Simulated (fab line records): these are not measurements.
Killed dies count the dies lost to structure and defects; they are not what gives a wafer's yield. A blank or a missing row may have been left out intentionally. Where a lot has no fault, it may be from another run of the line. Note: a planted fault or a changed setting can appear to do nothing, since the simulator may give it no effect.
Code-filled problem report in 8D (eight disciplines) form + flow n5 finfet + the parts of the form that need people (team, actions taken, sign-off) are left out

== 1. WHAT IS WRONG ==
Wafers with no fault read 153.3 s with a standard deviation of 0.47, whereas run length s at N5_BEOL_M4_ETCH_70 reads a mean of 128.9 s on 1 wafer of 1 lot. Measured from the usual mean, that is -52 standard deviations.
The step: etches SOC in N2/H2, target depth 80 nm, overetch 24 nm, time 130 s.
Earliest sighting: wafer L472.2 on rie diel-02 at day 12 06:53. Wafers with a number at this step in the record: 15, from 5 lots. By rule, "out" or "out of limits" means more than 4 standard deviations away from the usual mean. Any other wafer with a number is counted as sound.

== 2. WHAT IT IS, AND WHAT IT ISN'T ==
| question                    | is                | is not                                                                                          |
|-----------------------------|-------------------|-------------------------------------------------------------------------------------------------|
| which readings at this step | run length s      | drypump motor current A, oes product au, rf vpp V, showerhead plenum p Torr, throttle valve pct |
| which lots                  | L472              | L464, L466, L484, L486                                                                          |
| which wafers of those lots  | L472.2            | L472.3, L472.4                                                                                  |
| read on which tools         | rie diel-02       | rie diel-04                                                                                     |
| when                        | from day 12 06:53 | up to then (8 sound wafers); but 6 sound wafers of L484, L486 came after                        |

== 3. SUSPECTS, AND WHAT RULES EACH OUT ==
Counting: any tool at a process step up to the reading remains a suspect provided it ran every lot that is out. Sound lots after the first of them don't rule it out here, since some wafers of a struck lot are sound.
- rie diel-04 at N5_BEOL_M4_DESCUM_33 (chemistry O2, time 7 s): kept. L472, the lot that is out, went through it at day 11 04:03; up to then, the latest sound lot through it was L466 at day 10 05:26.
- rie diel-04 at N5_BEOL_M4_ETCH_77 (etches underlayer in N2/H2, target depth 6.5 nm, time 5.2 s): kept. L472, the lot that is out, went through it at day 11 04:05; up to then, the latest sound lot through it was L466 at day 10 05:28.
- rie diel-04 at N5_BEOL_M4_ETCH_69 (etches SiARC in CF4, target depth 15.6 nm, time 26 s): kept. L472, the lot that is out, went through it at day 11 04:06; up to then, the latest sound lot through it was L466 at day 10 05:29.
- ald sin-03 at N5_BEOL_M4_ALD_98 (deposits SiO2, target thk 2.5 nm, pulse time 1 s, co reactant pulse time 1 s): kept. It ran the lot that is out, L472 (day 11 04:11).
- rie diel-02 at N5_BEOL_M4_ETCHBACK_99 (etches SiO2 in CHF3, target depth 5 nm, time 10.4 s): kept. L472, the lot that is out, went through it at day 12 06:50; up to then, the latest sound lot through it was L464 at day 10 22:04.
- rie diel-02 at N5_BEOL_M4_ETCH_70 (etches SOC in N2/H2, target depth 80 nm, overetch 24 nm, time 130 s): kept. L472, the lot that is out, went through it at day 12 06:53; up to then, the latest sound lot through it was L464 at day 10 22:07. Out on those wafers are its own readings of run length s.
- rie diel-04, N5_BEOL_M4_DESCUM_33: wafers that are out in chamber 2, sound lot-mates in chambers 1, 3.
- rie diel-04, N5_BEOL_M4_ETCH_77: wafers that are out in chamber 2, sound lot-mates in chambers 1, 3.
- rie diel-04, N5_BEOL_M4_ETCH_69: wafers that are out in chamber 2, sound lot-mates in chambers 1, 3.
- ald sin-03, N5_BEOL_M4_ALD_98: wafers that are out in chamber 3, sound lot-mates in chambers 0, 2.
- rie diel-02, N5_BEOL_M4_ETCHBACK_99: wafers that are out in chamber 2, sound lot-mates in chambers 1, 3.
- rie diel-02, N5_BEOL_M4_ETCH_70: wafers that are out in chamber 2, sound lot-mates in chambers 1, 3.
Left after counting: rie diel-04 at N5_BEOL_M4_DESCUM_33, rie diel-04 at N5_BEOL_M4_ETCH_77, rie diel-04 at N5_BEOL_M4_ETCH_69, ald sin-03 at N5_BEOL_M4_ALD_98, rie diel-02 at N5_BEOL_M4_ETCHBACK_99, rie diel-02 at N5_BEOL_M4_ETCH_70.

== 4. THE CAUSE (what the simulator had put in) ==
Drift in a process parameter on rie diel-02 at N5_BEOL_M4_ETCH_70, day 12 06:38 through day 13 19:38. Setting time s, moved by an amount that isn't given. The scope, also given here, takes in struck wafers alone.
Of the 6 suspects that counting leaves, this tool is one.

== 5. THE CHAIN OF EFFECTS, in route order ==
Each row: a reading where the mean over the struck wafers with a number is more than 3 standard deviations away from the usual. Scope: only readings with a usual standard deviation given in the record; hours: median across lots of the time from each lot's start at the first step in this table that gives one to its start at this step; sigmas: change in usual standard deviations.
| hours | step               | reading      | usual   | on struck wafers | change | sigmas |
|-------|--------------------|--------------|---------|------------------|--------|--------|
| 0     | N5_BEOL_M4_ETCH_70 | run length s | 153.3 s | 128.9            | -24.4  | -52    |
Process steps it contains:
- N5_BEOL_M4_ETCH_70: etches SOC in N2/H2, target depth 80 nm, overetch 24 nm, time 130 s.
Later steps that measure or inspect, where all struck wafers having a row at the step show a number for every such reading and not one has moved that far: N5_BEOL_M4_RC_MEAS_101.

== 6. WHAT WOULD HAVE CAUGHT IT SOONER ==
In this record the first reading out of limits was taken at day 12 06:53, 0 hours after the fault began at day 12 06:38.
